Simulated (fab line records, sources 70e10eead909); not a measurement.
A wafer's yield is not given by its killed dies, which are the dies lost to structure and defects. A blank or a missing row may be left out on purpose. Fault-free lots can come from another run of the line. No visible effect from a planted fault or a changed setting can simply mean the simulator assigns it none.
Which tool did it? + flow nand harc + 11 lots, 33 wafers sampled, at 6 steps of a route of 1302

== WHAT THE GAUGES READ, wafer by wafer ==
NHARC_P_GATE_CD_MEAS_91: the cd target is 2000 nm. Usual: cd nm reads 1999.4 nm (standard deviation 2).
| lot  | measured     | on        | cd nm (nm)                                | flag |
|------|--------------|-----------|-------------------------------------------|------|
| L337 | day 6 10:05  | cd sem-02 | 1998.8 1997.3 1998.8                      |      |
| L338 | day 6 20:33  | cd sem-02 | 1999.8 1996.3 1997.6                      |      |
| L340 | day 7 16:27  | cd sem-01 | 1997.7 2000.6 2000.0                      |      |
| L341 | day 8 04:05  | cd sem-03 | 1997.3 1994.7 2000.2                      |      |
| L342 | day 8 11:57  | cd sem-02 | 2000.4 1998.9 1999.8                      |      |
| L344 | day 9 10:50  | cd sem-01 | 1967.7 1969.0 1967.0 1968.1 1968.7 1967.1 | OFF  |
| L353 | day 13 03:25 | cd sem-03 | 1999.0 1998.3 1999.8                      |      |
| L354 | day 13 14:26 | cd sem-03 | 2001.0 2002.5 2000.3                      |      |
| L355 | day 13 20:52 | cd sem-02 | 1999.0 1996.0 1997.9                      |      |
| L356 | day 14 09:25 | cd sem-01 | 2001.6 2004.3 2004.4                      |      |
| L358 | day 15 02:51 | cd sem-02 | 1999.2 1999.2 2001.0                      |      |

NHARC_END_SORT_01. Usual: killed at array 56, standard deviation 19; killed at other 0.6, standard deviation 1; killed at periphery 3.9, standard deviation 2.7; killed dies 61, standard deviation 19; killed open 3.3, standard deviation 1.9; killed short 2.4, standard deviation 1.7.
| lot  | measured     | on        | killed at array | killed at other | killed at periphery | killed dies | killed open | killed short | flag |
|------|--------------|-----------|-----------------|-----------------|---------------------|-------------|-------------|--------------|------|
| L344 | day 31 01:40 | prober-01 | 34 25 32        | 0 0 3           | 2 2 3               | 36 27 38    | 4 3 5       | 4 1 1        |      |

== WHICH TOOL RAN EACH LOT (tool, then ch and the chambers of the sampled wafers, then the start) ==
| lot  | NHARC_P_GATE_STRIP_108             | NHARC_P_GATE_STRIP_101             | NHARC_P_GATE_STRIP_76                | NHARC_P_GATE_EXPOSE_88            |
|------|------------------------------------|------------------------------------|--------------------------------------|-----------------------------------|
| L337 | rie diel-05 ch 2,3, day 5 19:34    | rie diel-01 ch 1,2,3, day 6 05:53  | plasma asher-01 ch 0,1, day 6 09:11  | krf scanner-03 ch 0, day 6 09:56  |
| L338 | rie diel-13 ch 1,3, day 6 05:46    | rie diel-01 ch 2,3, day 6 16:08    | plasma asher-01 ch 0, day 6 19:37    | krf scanner-04 ch 0, day 6 20:24  |
| L340 | rie diel-05 ch 2,3, day 7 02:00    | rie diel-05 ch 0,2,3, day 7 12:17  | plasma asher-02 ch 0,1, day 7 15:40  | krf scanner-04 ch 0, day 7 16:18  |
| L341 | rie diel-13 ch 0,1,3, day 7 13:35  | rie diel-05 ch 0,2, day 7 23:47    | plasma asher-02 ch 0,1, day 8 03:10  | krf scanner-03 ch 0, day 8 03:55  |
| L342 | rie diel-01 ch 0,1, day 7 21:25    | rie diel-05 ch 0,2,3, day 8 07:40  | plasma asher-01 ch 0,1, day 8 11:02  | krf scanner-04 ch 0, day 8 11:47  |
| L344 | rie diel-01 ch 0,1, day 8 20:25    | rie diel-05 ch 0,1,3, day 9 06:41  | plasma asher-02 ch 0,1, day 9 10:03  | krf scanner-04 ch 0, day 9 10:41  |
| L353 | rie diel-13 ch 0,1,2, day 12 13:02 | rie diel-13 ch 1,2,3, day 12 23:10 | plasma asher-01 ch 0,1, day 13 02:37 | krf scanner-01 ch 0, day 13 03:16 |
| L354 | rie diel-05 ch 0,1,3, day 12 23:52 | rie diel-01 ch 1,3, day 13 10:11   | plasma asher-02 ch 0,1, day 13 13:39 | krf scanner-01 ch 0, day 13 14:17 |
| L355 | rie diel-01 ch 1,2,3, day 13 06:00 | rie diel-01 ch 1,2,3, day 13 16:20 | plasma asher-01 ch 0,1, day 13 19:56 | krf scanner-04 ch 0, day 13 20:42 |
| L356 | rie diel-01 ch 0,1,3, day 13 18:55 | rie diel-05 ch 1,2,3, day 14 05:08 | plasma asher-02 ch 0,1, day 14 08:29 | krf scanner-01 ch 0, day 14 09:16 |
| L358 | rie diel-01 ch 2,3, day 14 12:16   | rie diel-01 ch 0,1,2, day 14 22:28 | plasma asher-02 ch 0,1, day 15 01:57 | krf scanner-04 ch 0, day 15 02:42 |
- NHARC_P_GATE_STRIP_108: strips in O2.
- NHARC_P_GATE_STRIP_101: strips in O2, time 20 s.
- NHARC_P_GATE_STRIP_76: strips in O2.
- NHARC_P_GATE_EXPOSE_88: exposes mask P HVN, target cd 2000 nm.

== WHAT THE TOOLS THEMSELVES READ (means of the sampled wafers that have a number; where no wafer has one, the mark that the record gives instead) ==
NHARC_P_GATE_STRIP_108. Usual: drypump motor current A 5.8 A, standard deviation 0.37; oes product au 1.005 a.u., standard deviation 0.013; rf vpp V 57.8 V, standard deviation 0.89; showerhead plenum p Torr 3.57 Torr, standard deviation 0.16; throttle valve pct 17.035 %, standard deviation 0.0089.
| lot  | tool        | drypump motor current A (A) | oes product au (a.u.) | rf vpp V (V) | showerhead plenum p Torr (Torr) | throttle valve pct (%) | flag |
|------|-------------|-----------------------------|-----------------------|--------------|---------------------------------|------------------------|------|
| L337 | rie diel-05 | 6.3                         | 1.009                 | 58.4         | 3.74                            | 17.036                 |      |
| L338 | rie diel-13 | 5.7                         | 1.006                 | 57.5         | 3.41                            | 17.037                 |      |
| L340 | rie diel-05 | 6.3                         | 1.009                 | 58.5         | 3.73                            | 17.035                 |      |
| L341 | rie diel-13 | 5.8                         | 1.009                 | 57.6         | 3.44                            | 17.033                 |      |
| L342 | rie diel-01 | 5.6                         | 1.002                 | 57.2         | 3.51                            | 17.041                 |      |
| L344 | rie diel-01 | 5.6                         | 1.001                 | 57.6         | 3.51                            | 17.032                 |      |
| L353 | rie diel-13 | 5.8                         | 0.999                 | 57.9         | 3.55                            | 17.034                 |      |
| L354 | rie diel-05 | 5.9                         | 1.016                 | 57.8         | 3.66                            | 17.037                 |      |
| L355 | rie diel-01 | 5.7                         | 1.011                 | 58.5         | 3.57                            | 17.036                 |      |
| L356 | rie diel-01 | 5.7                         | 1.011                 | 56.7         | 3.48                            | 17.036                 |      |
| L358 | rie diel-01 | 5.6                         | 1.007                 | 57.7         | 3.55                            | 17.030                 |      |

NHARC_P_GATE_STRIP_101. Usual: drypump motor current A 5.8 A, standard deviation 0.4; oes product au 1.007 a.u., standard deviation 0.012; rf vpp V 57.9 V, standard deviation 0.94; showerhead plenum p Torr 3.59 Torr, standard deviation 0.15; throttle valve pct 17.036 %, standard deviation 0.0092.
| lot  | tool        | drypump motor current A (A) | oes product au (a.u.) | rf vpp V (V) | showerhead plenum p Torr (Torr) | throttle valve pct (%) | flag |
|------|-------------|-----------------------------|-----------------------|--------------|---------------------------------|------------------------|------|
| L337 | rie diel-01 | 5.7                         | 0.991                 | 57.6         | 3.57                            | 17.036                 |      |
| L338 | rie diel-01 | 5.8                         | 0.994                 | 57.2         | 3.45                            | 17.035                 |      |
| L340 | rie diel-05 | 5.9                         | 1.004                 | 58.4         | 3.73                            | 17.032                 |      |
| L341 | rie diel-05 | 5.9                         | 0.999                 | 59.4         | 3.74                            | 17.032                 |      |
| L342 | rie diel-05 | 5.9                         | 1.007                 | 58.5         | 3.73                            | 17.039                 |      |
| L344 | rie diel-05 | 5.9                         | 1.018                 | 58.5         | 3.66                            | 17.037                 |      |
| L353 | rie diel-13 | 5.8                         | 0.997                 | 58.4         | 3.52                            | 17.034                 |      |
| L354 | rie diel-01 | 5.9                         | 1.005                 | 57.9         | 3.46                            | 17.035                 |      |
| L355 | rie diel-01 | 5.7                         | 1.010                 | 57.5         | 3.57                            | 17.032                 |      |
| L356 | rie diel-05 | 6.3                         | 1.018                 | 57.2         | 3.68                            | 17.037                 |      |
| L358 | rie diel-01 | 5.5                         | 1.015                 | 57.5         | 3.59                            | 17.036                 |      |

NHARC_P_GATE_STRIP_76. Usual: drypump motor current A 5.15 A, standard deviation 0.25; heater power w 344 W, standard deviation 28; temp c 250.02 C, standard deviation 0.14.
| lot  | tool            | drypump motor current A (A) | heater power w (W) | temp c (C) | flag |
|------|-----------------|-----------------------------|--------------------|------------|------|
| L337 | plasma asher-01 | 5.22                        | 360                | 249.96     |      |
| L338 | plasma asher-01 | 5.03                        | 340                | 249.91     |      |
| L340 | plasma asher-02 | 5.09                        | 331                | 250.05     |      |
| L341 | plasma asher-02 | 5.10                        | 327                | 250.06     |      |
| L342 | plasma asher-01 | 5.39                        | 366                | 250.13     |      |
| L344 | plasma asher-02 | 5.09                        | 331                | 250.01     |      |
| L353 | plasma asher-01 | 5.39                        | 369                | 249.96     |      |
| L354 | plasma asher-02 | 5.10                        | 323                | 249.95     |      |
| L355 | plasma asher-01 | 5.37                        | 370                | 249.95     |      |
| L356 | plasma asher-02 | 4.99                        | 334                | 250.08     |      |
| L358 | plasma asher-02 | 5.10                        | 321                | 250.08     |      |

== THE ANSWER, worked out from the rows above alone ==
Rule: a lot is off if the mean of its wafers that have a number lies more than 3 standard deviations from the usual mean. Also off: a lot with no number at a reading for which 4 or more lots have one. Where the step has rows for the other lots, those lots are counted as sound. First the gauges in route order, then the tools' own readings, where a lot's mean is used as printed above. The first step at which some lot is off is used, and at that step the reading that is off furthest; a lot without a number counts as furthest.
Off: L344, at NHARC_P_GATE_CD_MEAS_91 (cd nm).
If a tool, at a process step before that reading, ran all the lots that are off and no sound lot after the first of them, it fits. The gauges at NHARC_P_GATE_CD_MEAS_91 are tried like those tools. No candidate that was tried fits.

== WHAT THE SIMULATOR PUT IN ==
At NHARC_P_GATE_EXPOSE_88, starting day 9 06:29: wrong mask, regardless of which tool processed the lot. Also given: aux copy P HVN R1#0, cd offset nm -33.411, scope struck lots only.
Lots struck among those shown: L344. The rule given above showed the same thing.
